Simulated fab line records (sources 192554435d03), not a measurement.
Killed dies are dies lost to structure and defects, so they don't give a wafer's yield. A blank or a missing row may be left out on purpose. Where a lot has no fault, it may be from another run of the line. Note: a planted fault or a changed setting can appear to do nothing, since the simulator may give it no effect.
fab line records    flow n5-finfet
record: lots: 12  wafers: 36  last-day: 19
route steps=1938 shown BEOL_M2@918 PAD_METAL@1894 PASSIVATION@1909
lots untouched by any fault: they come from a run of this same line in which no faults occurred
start-h: the number of hours between the record's first day and the start of the first shown wafer of the lot    wait-h: hours from the lot's prior step to this one    " unchanged from the row above    L1.1+2: several wafers, shown together as one row    - no value, or no start was given    * or withheld: withheld    < > ~ a bound
route shown NAME@n: a module of which the file shows steps, and the number in the route of the first    usual: the fault-free wafers' mean and standard deviation    same: alike in all rows    chamber/n: place in a boat    sites: readings site by site    _std_site: how widely they spread, as a standard deviation    _edge_site: mean of outer sites minus mean of inner sites    radius-mm: how far each site lies from the wafer's centre    mask NAME#n: copy n    behind: the tool/chamber that last shaped the wafer    hold: why the lot was held/for how many hours/how that ended    device: which transistor (n, p or np) failed to switch    end of line: the route-end tests of the same wafers    a step given without rows: its recipe and nothing more    killed: at the first sort, the dies lost to defects and structure; wafer yield is something else    map: a wafer's dies, marking killed ones x, the rest . and places with no die _
set.NAME: the setting the step ran with; set.NAME@STEP: the setting that earlier step ran with    model.NAME: the simulator's own value behind a step, which no gauge read
the route's steps for a sample of lots (tables are steps, rows are wafers)
services: a tool's chamber out of use, with start hour (start-h, from the record's first day; less than 0 if before it), hours out, and reason
== steps ==
step: N5_BEOL_M2_SPUTTER_94
recipe: material: Cu  target-thk-a: 45  temp-c: -20  chamber-pressure-pa: 0.07  power-w: withheld  time-s: 8.29
usual: throttle-valve-pct: 29.7/0.77
lot.wafer  tool            chamber  start-h  wait-h  throttle-valve-pct
L326.2     pvd-sputter-03  -        151.62   0.1     29.4
L326.4     "               -        "        "       29.7
L326.6     "               -        "        "       30.7
L327.2     pvd-sputter-01  -        155.39   0.1     28.2
L327.4     "               -        "        "       30.1
L327.5     "               -        "        "       28.1
L328.3     pvd-sputter-01  -        167.19   0.1     28.1
L328.4     "               -        "        "       29.8
L328.5     "               -        "        "       29.8
L330.1     pvd-sputter-01  -        180.19   0.1     30.1
L330.4     "               -        "        "       28.4
L330.5     "               -        "        "       29.9
L336.3     pvd-sputter-01  -        236.25   0.1     31.1
L336.5     "               -        "        "       31.2
L336.6     "               -        "        "       30.2
L337.3     pvd-sputter-03  -        242.66   0.1     29.4
L337.4     "               -        "        "       29.9
L337.6     "               -        "        "       29.1
L339.1     pvd-sputter-01  -        248.03   0.1     30.1
L339.2     "               -        "        "       30.4
L339.5     "               -        "        "       31.2
L341.2     pvd-sputter-02  -        256.12   0.1     29.0
L341.3     "               -        "        "       30.2
L341.5     "               -        "        "       30.1
L344.3     pvd-sputter-03  -        266.99   0.1     30.6
L344.4     "               -        "        "       29.1
L344.5     "               -        "        "       29.3
L345.1     pvd-sputter-03  -        276.07   0.1     29.2
L345.2     "               -        "        "       29.2
L345.6     "               -        "        "       29.2
L348.1     pvd-sputter-02  -        279.70   0.1     29.6
L348.2     "               -        "        "       30.0
L348.4     "               -        "        "       28.9
L347.2     pvd-sputter-03  -        281.90   0.1     29.6
L347.3     "               -        "        "       29.1
L347.6     "               -        "        "       29.4
step: N5_PASSIVATION_PRE_CLEAN_19
recipe: gas: H2/He  time-s: *  temp-c: *
usual: heater-power-w: 469/45
lot.wafer  tool            chamber  start-h  wait-h  heater-power-w
L327.2     pvd-sputter-02  -        288.00   0.0     503
L327.4     "               -        "        "       433
L327.5     "               -        "        "       470
L326.2     pvd-sputter-01  -        288.10   0.0     398
L326.4     "               -        "        "       488
L326.6     "               -        "        "       482
L328.3     pvd-sputter-01  -        292.04   0.0     462
L328.4     "               -        "        "       478
L328.5     "               -        "        "       488
L330.1     pvd-sputter-01  -        309.76   0.0     462
L330.4     "               -        "        "       406
L330.5     "               -        "        "       502
L336.3     pvd-sputter-02  -        391.28   0.0     451
L336.5     "               -        "        "       527
L336.6     "               -        "        "       471
L337.3     pvd-sputter-01  -        393.87   0.0     466
L337.4     "               -        "        "       460
L337.6     "               -        "        "       454
L339.1     pvd-sputter-01  -        404.55   0.0     397
L339.2     "               -        "        "       467
L339.5     "               -        "        "       405
L341.2     pvd-sputter-03  -        410.46   0.0     450
L341.3     "               -        "        "       414
L341.5     "               -        "        "       465
L344.3     pvd-sputter-03  -        413.86   0.0     453
L344.4     "               -        "        "       405
L344.5     "               -        "        "       414
L345.1     pvd-sputter-02  -        422.38   0.0     511
L345.2     "               -        "        "       449
L345.6     "               -        "        "       500
L347.2     pvd-sputter-03  -        444.79   0.0     564
L347.3     "               -        "        "       451
L347.6     "               -        "        "       562
L348.1     pvd-sputter-03  -        447.57   0.0     402
L348.2     "               -        "        "       457
L348.4     "               -        "        "       567
step: N5_PASSIVATION_AL_ETCH_33
recipe: chemistry: Cl2/BCl3  target-depth-a: 28000  over-etch-frac: 0.15  Cl2_flow_sccm: 180  bcl3-flow-sccm: 60  target: Al  stop-on: TaN  time-s: 466.7  ion-energy-ev: 100  pressure-mtorr: 10  icp-w: 900  bias-w: 100
usual: drypump-motor-current-A: 5.9/0.58  mfc-cl2-sccm: 179.9/0.47  oes-product-au: 0.70/0.061  throttle-valve-pct: 34.20/0.16
same: over-etch-frac: 0.15
lot.wafer  tool          chamber  start-h  wait-h  drypump-motor-current-A  mfc-cl2-sccm  oes-product-au  rf-hours-counter-h  throttle-valve-pct
L327.2     rie-metal-01  1        288.91   0.1     5.0                      180.2         0.69            51                  34.12
L327.4     "             0        "        "       5.5                      180.4         0.68            -                   34.30
L327.5     "             0        "        "       5.6                      180.1         0.69            -                   34.27
L326.2     rie-metal-03  1        288.98   0.1     6.7                      179.9         0.72            39                  34.33
L326.4     "             0        "        "       5.8                      180.5         0.79            -                   34.00
L326.6     "             1        "        "       6.7                      180.1         0.72            -                   34.34
L328.3     rie-metal-03  1        293.09   0.2     6.7                      180.8         0.72            -                   34.34
L328.4     "             0        "        "       5.8                      179.5         0.78            -                   34.00
L328.5     "             0        "        "       5.7                      179.6         0.78            -                   34.01
L330.1     rie-metal-03  1        310.67   0.1     6.7                      180.0         0.72            41                  34.33
L330.4     "             0        "        "       5.8                      180.0         0.79            -                   33.99
L330.5     "             1        "        "       6.7                      180.0         0.72            -                   34.35
L336.3     rie-metal-01  0        392.34   0.2     5.5                      180.6         0.67            -                   34.30
L336.5     "             1        "        "       5.0                      179.7         0.67            -                   34.15
L336.6     "             0        "        "       5.5                      180.9         0.67            -                   34.30
L337.3     rie-metal-02  1        394.92   0.2     5.6                      180.0         0.61            -                   34.39
L337.4     "             0        "        "       6.5                      179.3         0.78            -                   34.00
L337.6     "             1        "        "       5.5                      179.8         0.61            -                   34.38
L339.1     rie-metal-02  1        405.34   0.1     5.5                      179.8         0.61            86                  34.42
L339.2     "             0        "        "       6.5                      180.4         0.76            24                  34.08
L339.5     "             0        "        "       6.5                      180.0         0.76            -                   34.05
L341.2     rie-metal-01  0        411.37   0.1     5.5                      179.8         0.65            56                  34.33
L341.3     "             0        "        "       5.5                      180.2         0.66            -                   34.32
L341.5     "             0        "        "       5.6                      179.9         0.66            -                   34.33
L344.3     rie-metal-03  0        414.84   0.2     5.7                      180.1         0.76            -                   33.98
L344.4     "             1        "        "       6.7                      179.5         0.70            -                   34.33
L344.5     "             0        "        "       5.8                      180.0         0.75            -                   33.98
L345.1     rie-metal-01  0        423.17   0.1     5.5                      178.8         0.67            58                  34.26
L345.2     "             1        "        "       5.0                      179.5         0.66            62                  34.15
L345.6     "             0        "        "       5.6                      179.8         0.68            -                   34.26
L347.2     rie-metal-01  1        445.57   0.1     5.0                      180.1         0.66            64                  34.15
L347.3     "             0        "        "       5.5                      179.8         0.67            -                   34.30
L347.6     "             0        "        "       5.5                      179.8         0.66            -                   34.29
L348.1     rie-metal-03  1        448.48   0.1     6.7                      179.6         0.69            52                  34.38
L348.2     "             0        "        "       5.8                      180.6         0.74            31                  34.03
L348.4     "             0        "        "       5.7                      180.5         0.74            -                   34.02
step: N5_PASSIVATION_PROBE_49
usual: defect-limited-yield: 91.3/1.4  killed_at_M0_to_M3: 34/10  killed_at_M4_up: 14/5.5  killed-at-contacts: 12/6  killed-at-front-end: 40/10  killed-at-other: 3.0/2.4  killed-dies: 103/17  killed-open: 68/13  killed-short: 34/7.8  sort_bin_5_function: 5.1/0.97  sort_bin_6_memory: 3.3/0.66  sort_bin_8_speed: 0.02/0.12  sort-n-pass: 1077/17  sort-yield-pct: 91.2/1.4
same: gross-dies: 1180  killed-at-back-side: 0  sort_bin_4_leakage[%]: 0
lot.wafer  tool       chamber  start-h  wait-h  defect-limited-yield[%]  killed_at_M0_to_M3  killed_at_M4_up  killed-at-contacts  killed-at-front-end  killed-at-other  killed-dies  killed-open  killed-short  sort_bin_5_function[%]  sort_bin_6_memory[%]  sort_bin_8_speed[%]  sort-n-pass  sort-yield-pct[%]
L326.2     prober-01  -        294.17   0.1     93.9                     16                  7                7                   37                   5                72           52           20            3.6                     2.4                   0                    1108         93.9
L326.4     prober-01  -        294.27   0.2     91.4                     18                  8                20                  54                   2                102          66           35            5.5                     2.6                   0                    1078         91.4
L326.6     prober-01  -        294.37   0.3     93.1                     20                  13               17                  29                   3                82           59           23            4.1                     2.8                   0                    1098         93.1
L327.2     prober-02  -        294.87   0.1     92.0                     26                  7                14                  44                   3                94           67           26            4.5                     3.3                   0                    1086         92.0
L327.4     prober-02  -        294.97   0.2     90.7                     49                  9                11                  36                   5                110          70           38            4.7                     4.2                   0                    1070         90.7
L327.5     prober-02  -        295.02   0.2     91.2                     46                  7                11                  40                   0                104          63           40            5.3                     3.3                   0                    1076         91.2
L328.3     prober-01  -        298.15   0.1     90.9                     50                  8                10                  38                   1                107          72           35            5.2                     3.5                   0                    1073         90.9
L328.4     prober-01  -        298.20   0.2     91.8                     32                  15               9                   40                   1                97           69           27            5.4                     2.5                   0                    1083         91.8
L328.5     prober-01  -        298.25   0.2     92.6                     31                  11               6                   38                   1                87           51           36            4.0                     3.1                   0.08                 1092         92.5
L330.1     prober-01  -        315.66   0.0     91.7                     40                  8                17                  30                   3                98           71           27            4.7                     3.6                   0                    1082         91.7
L330.4     prober-01  -        315.81   0.2     87.3                     66                  17               16                  46                   5                150          101          49            7.8                     4.7                   0                    1030         87.3
L330.5     prober-01  -        315.86   0.2     88.6                     59                  25               17                  30                   3                134          91           42            8.1                     3.0                   0                    1046         88.6
L336.3     prober-01  -        397.44   0.1     88.7                     77                  16               4                   32                   4                133          48           30            7.2                     3.1                   0                    1047         88.7
L336.5     prober-01  -        397.54   0.2     86.5                     80                  14               1                   61                   3                159          73           29            8.1                     4.1                   0                    1021         86.5
L336.6     prober-01  -        397.59   0.3     83.1                     127                 14               9                   45                   4                199          51           37            10.2                    4.8                   0                    981          83.1
L337.3     prober-01  -        399.67   0.1     92.1                     25                  8                22                  38                   0                93           71           20            5.0                     2.6                   0                    1087         92.1
L337.4     prober-01  -        399.72   0.2     93.0                     24                  8                10                  41                   0                83           54           29            4.2                     2.5                   0                    1097         93.0
L337.6     prober-01  -        399.82   0.3     89.7                     31                  12               26                  50                   2                121          82           38            6.5                     3.1                   0                    1059         89.7
L339.1     prober-02  -        410.10   0.0     84.3                     132                 12               9                   31                   1                185          61           14            9.8                     4.4                   0                    995          84.3
L339.2     prober-02  -        410.15   0.1     84.0                     133                 12               2                   39                   3                189          59           22            10.3                    3.4                   0                    991          84.0
L339.5     prober-02  -        410.30   0.2     88.6                     74                  10               7                   40                   3                134          54           28            6.1                     3.4                   0                    1046         88.6
L341.2     prober-01  -        416.65   0.1     90.6                     49                  11               10                  38                   3                111          66           38            5.1                     3.5                   0                    1069         90.6
L341.3     prober-01  -        416.70   0.1     92.5                     35                  13               12                  25                   3                88           63           25            4.3                     3.0                   0                    1092         92.5
L341.5     prober-01  -        416.80   0.2     91.0                     28                  19               8                   47                   4                106          67           38            5.0                     3.8                   0                    1074         91.0
L347.2     prober-01  -        450.33   0.1     91.2                     34                  15               7                   42                   6                104          61           40            5.3                     2.9                   0                    1076         91.2
L347.3     prober-01  -        450.38   0.1     92.6                     29                  16               3                   35                   4                87           52           34            5.6                     1.5                   0                    1093         92.6
L347.6     prober-01  -        450.53   0.3     93.1                     24                  10               7                   34                   7                82           53           26            3.8                     3.1                   0                    1098         93.1
killed by level:class
L326.2 STI_FIN_REVEAL:geometric-particle:open=8 MOL_CONTACT_COAG:geometric-particle:open=7 GATE_CUT:geometric-particle:open=5 BEOL_M0_SAQP:geometric-particle:open=5 FIN_SAQP:geometric-particle:short=4 STI_FIN_REVEAL:geometric-particle:short=4 ILD0:geometric-particle:open=4 BEOL_M2:geometric-particle:open=4
L326.4 STI_FIN_REVEAL:geometric-particle:open=21 MOL_CONTACT_COAG:geometric-particle:open=17 FIN_SAQP:geometric-particle:open=8 FIN_SAQP:geometric-particle:short=6 BEOL_M0_SAQP:geometric-particle:short=6 BEOL_M0_SAQP:geometric-particle:open=6 STARTING-WAFER:geometric-particle:short=5 GATE_CUT:geometric-particle:short=4
L326.6 MOL_CONTACT_COAG:geometric-particle:open=14 BEOL_M2:geometric-particle:open=8 BEOL_M3:geometric-particle:open=5 STARTING-WAFER:geometric-particle:open=5 FIN_SAQP:geometric-particle:short=4 BEOL_M4:geometric-particle:open=4 STI_FIN_REVEAL:geometric-particle:open=3 STI_FIN_REVEAL:geometric-particle:short=3
L327.2 FIN_SAQP:geometric-particle:open=12 BEOL_M0_SAQP:geometric-particle:open=11 STI_FIN_REVEAL:geometric-particle:open=10 MOL_CONTACT_COAG:geometric-particle:open=10 FIN_SAQP:geometric-particle:short=6 BEOL_M3:geometric-particle:open=6 MOL_CONTACT_COAG:geometric-particle:short=4 BEOL_M0_SAQP:geometric-particle:short=4
L327.4 BEOL_M0_SAQP:geometric-particle:open=14 BEOL_M0_SAQP:geometric-particle:short=13 FIN_SAQP:geometric-particle:open=8 MOL_CONTACT_COAG:geometric-particle:open=8 FIN_SAQP:geometric-particle:short=8 BEOL_M1:geometric-particle:open=6 BEOL_M2:geometric-particle:open=6 ILD0:geometric-particle:open=5
L327.5 BEOL_M3:geometric-particle:open=15 FIN_SAQP:geometric-particle:short=12 FIN_SAQP:geometric-particle:open=8 MOL_CONTACT_COAG:geometric-particle:open=8 BEOL_M0_SAQP:geometric-particle:open=8 BEOL_M1:geometric-particle:open=7 BEOL_M0_SAQP:geometric-particle:short=6 STI_FIN_REVEAL:geometric-particle:open=4
L328.3 BEOL_M0_SAQP:geometric-particle:short=13 BEOL_M0_SAQP:geometric-particle:open=13 MOL_CONTACT_COAG:geometric-particle:open=10 BEOL_M1:geometric-particle:open=9 BEOL_M3:geometric-particle:open=9 FIN_SAQP:geometric-particle:open=6 STI_FIN_REVEAL:geometric-particle:open=5 ILD0:geometric-particle:short=5
L328.4 DUMMY_GATE:geometric-particle:open=14 BEOL_M1:geometric-particle:open=9 FIN_SAQP:geometric-particle:open=7 BEOL_M0_SAQP:geometric-particle:open=7 FIN_SAQP:geometric-particle:short=6 MOL_CONTACT_COAG:geometric-particle:open=6 BEOL_M0_SAQP:geometric-particle:short=5 BEOL_M3:geometric-particle:open=5
L328.5 FIN_SAQP:geometric-particle:short=9 BEOL_M0_SAQP:geometric-particle:short=8 BEOL_M3:geometric-particle:open=8 BEOL_M0_SAQP:geometric-particle:open=6 FIN_SAQP:geometric-particle:open=5 MOL_CONTACT_COAG:geometric-particle:open=5 STI_FIN_REVEAL:geometric-particle:open=4 DUMMY_GATE:geometric-particle:short=4
L330.1 MOL_CONTACT_COAG:geometric-particle:open=13 BEOL_M2:geometric-particle:open=10 BEOL_M1:geometric-particle:open=8 BEOL_M3:geometric-particle:open=7 BEOL_M0_SAQP:geometric-particle:short=5 STI_FIN_REVEAL:geometric-particle:open=4 GATE_CUT:geometric-particle:short=4 BEOL_M3:geometric-particle:short=4
L330.4 BEOL_M0_SAQP:geometric-particle:short=21 STI_FIN_REVEAL:geometric-particle:open=18 BEOL_M2:geometric-particle:open=14 MOL_CONTACT_COAG:geometric-particle:open=10 BEOL_M3:geometric-particle:open=8 MOL_CONTACT_COAG:geometric-particle:short=6 BEOL_M0_SAQP:geometric-particle:open=6 BEOL_M0:geometric-particle:open=6
L330.5 BEOL_M0_SAQP:geometric-particle:open=14 MOL_CONTACT_COAG:geometric-particle:open=13 BEOL_M1:geometric-particle:open=12 BEOL_M0_SAQP:geometric-particle:short=9 BEOL_M3:geometric-particle:open=8 FIN_SAQP:geometric-particle:short=6 BEOL_M2:geometric-particle:open=6 BEOL_M4:geometric-particle:open=6
L336.3 BEOL_M2:unspecified=52 FIN_SAQP:geometric-particle:short=10 BEOL_M3:geometric-particle:open=8 BEOL_M0_SAQP:geometric-particle:short=6 BEOL_M4:geometric-particle:open=6 STI_FIN_REVEAL:geometric-particle:open=5 FIN_SAQP:geometric-particle:open=4 MOL_CONTACT_COAG:geometric-particle:open=4
L336.5 BEOL_M2:unspecified=57 FIN_SAQP:geometric-particle:open=22 FIN_SAQP:geometric-particle:short=9 STI_FIN_REVEAL:geometric-particle:open=9 BEOL_M2:geometric-particle:open=7 BEOL_M1:geometric-particle:open=6 GATE_CUT:geometric-particle:short=5 GATE_CUT:geometric-particle:open=4
L336.6 BEOL_M2:unspecified=109 STI_FIN_REVEAL:geometric-particle:open=10 MOL_CONTACT_COAG:geometric-particle:open=8 FIN_SAQP:geometric-particle:short=7 FIN_SAQP:geometric-particle:open=5 BEOL_M0_SAQP:geometric-particle:open=5 BEOL_M4:geometric-particle:open=5 FIN_CUT:geometric-particle:short=4
L337.3 MOL_CONTACT_COAG:geometric-particle:open=17 STI_FIN_REVEAL:geometric-particle:open=12 FIN_SAQP:geometric-particle:open=8 BEOL_M1:geometric-particle:open=7 BEOL_M3:geometric-particle:open=5 DUMMY_GATE:geometric-particle:open=4 MOL_CONTACT_COAG:geometric-particle:short=4 BEOL_M0_SAQP:geometric-particle:short=4
L337.4 STI_FIN_REVEAL:geometric-particle:open=11 FIN_SAQP:geometric-particle:open=9 MOL_CONTACT_COAG:geometric-particle:open=8 BEOL_M1:geometric-particle:open=7 STARTING-WAFER:geometric-particle:short=6 BEOL_M0_SAQP:geometric-particle:short=4 BEOL_M2:geometric-particle:open=4 BEOL_M8:geometric-particle:open=4
L337.6 MOL_CONTACT_COAG:geometric-particle:open=22 FIN_SAQP:geometric-particle:open=11 BEOL_M0_SAQP:geometric-particle:short=8 BEOL_M1:geometric-particle:open=8 GATE_CUT:geometric-particle:short=7 BEOL_M0_SAQP:geometric-particle:open=5 STARTING-WAFER:geometric-particle:open=5 FIN_SAQP:geometric-particle:short=4
L339.1 BEOL_M2:unspecified=109 STI_FIN_REVEAL:geometric-particle:open=12 FIN_SAQP:geometric-particle:open=9 MOL_CONTACT_COAG:geometric-particle:open=9 BEOL_M3:geometric-particle:open=8 DUMMY_GATE:geometric-particle:open=5 BEOL_M2:geometric-particle:open=4 BEOL_M0_SAQP:geometric-particle:open=3
L339.2 BEOL_M2:unspecified=104 STI_FIN_REVEAL:geometric-particle:open=16 BEOL_M0_SAQP:geometric-particle:open=10 BEOL_M3:geometric-particle:open=7 BEOL_M0_SAQP:geometric-particle:short=5 HKMG_FIN:area-etch=4 FIN_SAQP:geometric-particle:open=3 STI_FIN_REVEAL:geometric-particle:short=3
L339.5 BEOL_M2:unspecified=50 FIN_SAQP:geometric-particle:open=14 FIN_SAQP:geometric-particle:short=10 BEOL_M0:geometric-particle:open=6 STI_FIN_REVEAL:geometric-particle:open=5 MOL_CONTACT_COAG:geometric-particle:open=5 BEOL_M0_SAQP:geometric-particle:open=5 BEOL_M4:geometric-particle:open=5
L341.2 BEOL_M0_SAQP:geometric-particle:open=11 FIN_SAQP:geometric-particle:open=8 MOL_CONTACT_COAG:geometric-particle:open=8 BEOL_M3:geometric-particle:open=7 HKMG_FIN:area-etch=7 STI_FIN_REVEAL:geometric-particle:open=6 BEOL_M0_SAQP:geometric-particle:short=6 BEOL_M2:geometric-particle:open=6
L341.3 MOL_CONTACT_COAG:geometric-particle:open=10 BEOL_M0_SAQP:geometric-particle:open=9 GATE_CUT:geometric-particle:short=6 BEOL_M1:geometric-particle:open=6 BEOL_M0_SAQP:geometric-particle:short=5 BEOL_M2:geometric-particle:open=5 BEOL_M3:geometric-particle:open=5 BEOL_M4:geometric-particle:open=5
L341.5 FIN_SAQP:geometric-particle:open=7 STI_FIN_REVEAL:geometric-particle:open=7 BEOL_M0_SAQP:geometric-particle:short=7 FIN_SAQP:geometric-particle:short=6 BEOL_M1:geometric-particle:short=6 ILD0:geometric-particle:open=5 MOL_CONTACT_COAG:geometric-particle:open=5 BEOL_M3:geometric-particle:open=5
L347.2 FIN_SAQP:geometric-particle:short=10 BEOL_M0_SAQP:geometric-particle:short=10 BEOL_M0_SAQP:geometric-particle:open=7 MOL_CONTACT_COAG:geometric-particle:open=7 BEOL_M1:geometric-particle:open=7 DUMMY_GATE:geometric-particle:open=6 GATE_CUT:geometric-particle:short=5 GATE_CUT:geometric-particle:open=5
L347.3 STI_FIN_REVEAL:geometric-particle:open=8 BEOL_M0_SAQP:geometric-particle:short=8 FIN_SAQP:geometric-particle:open=6 BEOL_M3:geometric-particle:short=6 FIN_SAQP:geometric-particle:short=5 BEOL_M4:geometric-particle:open=5 BEOL_M0_SAQP:geometric-particle:open=4 GATE_CUT:geometric-particle:short=3
L347.6 FIN_SAQP:geometric-particle:open=8 BEOL_M3:geometric-particle:open=7 GATE_CUT:geometric-particle:short=6 MOL_CONTACT_COAG:geometric-particle:open=6 FIN_SAQP:geometric-particle:short=5 BEOL_M0_SAQP:geometric-particle:open=5 BEOL_M2:geometric-particle:open=4 BEOL_M5:geometric-particle:open=4
== services ==
tool            chamber  start-h  hours  kind
pvd-sputter-01  -        133.60   1.9    repair
pvd-sputter-01  -        143.27   4.6    repair
rie-metal-03    -        221.17   2.8    pm
rie-metal-02    -        259.01   1.1    repair
rie-metal-02    1        266.96   4.9    repair
rie-metal-03    1        272.82   4.8    repair
rie-metal-02    0        284.47   3.0    repair
rie-metal-02    1        307.00   6.2    repair
pvd-sputter-01  -        344.74   1.6    repair
pvd-sputter-02  -        351.20   11.7   repair
rie-metal-03    1        351.35   12.2   repair
pvd-sputter-03  -        378.22   3.7    repair
pvd-sputter-03  -        421.46   2.4    repair
pvd-sputter-01  -        425.15   1.2    repair
rie-metal-02    1        446.48   -      clean
rie-metal-02    1        446.48   19.0   scheduled-down
rie-metal-02    1        446.48   19.0   vent-cycle
== key ==
first-sign: step: N5_PASSIVATION_PROBE_49  reading: killed_at_M0_to_M3  direction: up  sigmas: 7  usual: 34  struck: 104
effect: step: N5_PASSIVATION_PROBE_49  reading: defect-limited-yield  direction: down  sigmas: 3.8  usual: 91.3  struck: 85.9
more-kills-born-at: N5_BEOL_M2_SPUTTER_94@pvd-sputter-01: 481
met-at N5_BEOL_M2_SPUTTER_94
struck-lots L336,L339
not-acting-at N5_PASSIVATION_PRE_CLEAN_19,N5_PASSIVATION_AL_ETCH_33
onset-between 180.19 236.25
fault: kind: chamber-particle-source  tool: pvd-sputter-01  chamber: -  onset-h: 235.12  steps: N5_BEOL_M2_SPUTTER_94  rate-per-visit-cm2: 0.51093  end-h: 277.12
